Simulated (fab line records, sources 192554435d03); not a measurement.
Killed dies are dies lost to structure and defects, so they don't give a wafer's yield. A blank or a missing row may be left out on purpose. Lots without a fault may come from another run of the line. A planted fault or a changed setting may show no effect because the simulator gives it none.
Split-lot experiment | flow n5_finfet | 7 lots, 39 wafers read, on a route of 1938 steps

THE SPLIT
At N5_MOL_CONTACT_COAG_PECVD_31 (deposits SiO2 from TEOS/O2, target thk 46 nm, time 8.9 s), the setting time_s was moved away from the recipe's 8.9 s on 15 of the 39 wafers read, by -47.8% to +55.8%. The other wafers ran this setting at the recipe's value.

The reading is taken at the split's own step.

THE READING
SiO2_of_MOL_CONTACT_COAG_PECVD_31.thk_nm (the simulator's own value, which no gauge read), in nm, at N5_MOL_CONTACT_COAG_PECVD_31 (deposits SiO2 from TEOS/O2, target thk 46 nm, time 8.9 s). The file gives no usual value for it. The 24 wafers here that ran the recipe average 46.1 nm, standard deviation 0.54 nm.

wafer  | tool, chamber at the split | time_s as run, s | against the recipe | SiO2_of_MOL_CONTACT_COAG_PECVD_31.thk_nm, nm | against lot-mates on the recipe
L074.1 | pecvd-04, 0                | 5.833            | -34.5%             | 30.8                                         | -15.8
L074.2 | pecvd-04, 1                | 5.833            | -34.5%             | 30.6                                         | -16.0
L074.3 | pecvd-04, 2,0              | 8.9              | recipe             | 46.4                                         | -
L074.5 | pecvd-04, 2,0              | 8.9              | recipe             | 46.4                                         | -
L074.4 | pecvd-04, 2                | 5.833            | -34.5%             | 31.8                                         | -14.8
L074.6 | pecvd-04, 1                | 8.9              | recipe             | 47                                           | -
L078.1 | pecvd-02, 0                | 8.9              | recipe             | 45.2                                         | -
L078.2 | pecvd-02, 2                | 8.9              | recipe             | 45.4                                         | -
L078.3 | pecvd-02, 2                | 8.9              | recipe             | 46                                           | -
L078.4 | pecvd-02, 0                | 8.9              | recipe             | 46.4                                         | -
L078.5 | pecvd-02, 2                | 8.9              | recipe             | 45.6                                         | -
L078.6 | pecvd-02, 0                | 8.9              | recipe             | 46.2                                         | -
L082.1 | pecvd-04, 2,0              | 13.87            | +55.8%             | 69.4                                         | +22.9
L082.3 | pecvd-04, 2,0              | 13.87            | +55.8%             | 69.4                                         | +22.9
L082.2 | pecvd-04, 1                | 8.9              | recipe             | 46.4                                         | -
L082.4 | pecvd-04, 1                | 8.9              | recipe             | 46.8                                         | -
L082.5 | pecvd-04, 2                | 8.9              | recipe             | 46.2                                         | -
L082.6 | pecvd-04, 0                | 13.87            | +55.8%             | 70.6                                         | +24.1
L081.2 | pecvd-02, 2                | 8.9              | recipe             | 44.8                                         | -
L081.4 | pecvd-02, 1                | 8.9              | recipe             | 46                                           | -
L081.5 | pecvd-02, 0                | 8.9              | recipe             | 46.2                                         | -
L084.1 | pecvd-02, 0                | 4.646            | -47.8%             | 25                                           | -21.5
L084.2 | pecvd-02, 2                | 4.646            | -47.8%             | 24.6                                         | -21.9
L084.3 | pecvd-02, 1                | 4.646            | -47.8%             | 24.8                                         | -21.7
L084.4 | pecvd-02, 0                | 8.9              | recipe             | 46.8                                         | -
L084.5 | pecvd-02, 2,1              | 8.9              | recipe             | 46.4                                         | -
L084.6 | pecvd-02, 2,1              | 8.9              | recipe             | 46.4                                         | -
L091.1 | pecvd-03, 1                | 8.9              | recipe             | 45.2                                         | -
L091.2 | pecvd-03, 0                | 8.9              | recipe             | 46                                           | -
L091.3 | pecvd-03, 2                | 4.67             | -47.5%             | 24.6                                         | -21.0
L091.4 | pecvd-03, 2                | 4.67             | -47.5%             | 25                                           | -20.6
L091.5 | pecvd-03, 0                | 4.67             | -47.5%             | 25.6                                         | -20.0
L091.6 | pecvd-03, 1                | 8.9              | recipe             | 45.6                                         | -
L093.1 | pecvd-03, 0                | 8.9              | recipe             | 46.4                                         | -
L093.2 | pecvd-03, 1                | 8.9              | recipe             | 45.6                                         | -
L093.3 | pecvd-03, 2                | 11.9             | +33.7%             | 59.8                                         | +13.8
L093.4 | pecvd-03, 2                | 11.9             | +33.7%             | 60.8                                         | +14.8
L093.5 | pecvd-03, 1                | 8.9              | recipe             | 46                                           | -
L093.6 | pecvd-03, 0                | 11.9             | +33.7%             | 61.8                                         | +15.8
Where a row lists several chambers, the file gives one row for several wafers and doesn't say which wafer went through which chamber.

THE FIT
A straight line over all 39 wafers: SiO2_of_MOL_CONTACT_COAG_PECVD_31.thk_nm changes by +0.436 nm for each +1% of time_s; r = +1.00; the points scatter about the line by 0.59 nm.
The same after taking each lot's own level away (the mean of its wafers on the recipe; 39 wafers): +0.435 nm for each +1%; r = +1.00; scatter 0.6 nm.
On that fit, the largest move of time_s shifts the reading by 24 nm.
The lots' own levels span 45.60 to 46.60 nm, that is 1.9 times the standard deviation above.
So the lot-to-lot level changes the slope little: the two slopes agree.
Check: with one of the wafers moved furthest among these (+55.8%) left out of the fit, the line predicts +24.3 nm for it against its lot-mates. It came out at +22.9 nm against them.

OTHER SPLITS ON THESE WAFERS
These wafers also went through other splits before the reading. Each is held against what the fit with the lots' levels taken away leaves over:
other split on the same wafers | wafers away from the commonest value | r with SiO2_of_MOL_CONTACT_COAG_PECVD_31.thk_nm (lot level and that fit taken away)
N5_FIN_SAQP_HM_DEP_03 time_s   | 15                                   | +0.01
N5_HKMG_FIN_ETCH_55 time_s     | 12                                   | +0.21

THE WHOLE CHAIN: every reading that the file lists as answering this split, in the file's order
step                            | what it does                                                           | reading                                                                                   | change (the file's fit)                                                              | r (the file's)
N5_MOL_CONTACT_COAG_PECVD_31    | deposits SiO2 from TEOS/O2, target thk 46 nm, time 8.9 s               | SiO2_of_MOL_CONTACT_COAG_PECVD_31.thk_nm (the simulator's own value, which no gauge read) | +0.436 nm for each +1% of the setting                                                | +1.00
N5_MOL_CONTACT_COAG_VIA_ETCH_46 | etches SiO2 in C4F6/O2, target depth 46 nm, overetch 9.2 nm, time 40 s | etch.depth_nm (the simulator's own value, which no gauge read)                            | not straight: 24.79 at the lowest setting, 46.05 at the recipe, 55.54 at the highest | not given

THE FILE'S OWN FIT
SiO2_of_MOL_CONTACT_COAG_PECVD_31.thk_nm changes by +0.436 nm for each +1% of time_s, r = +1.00.
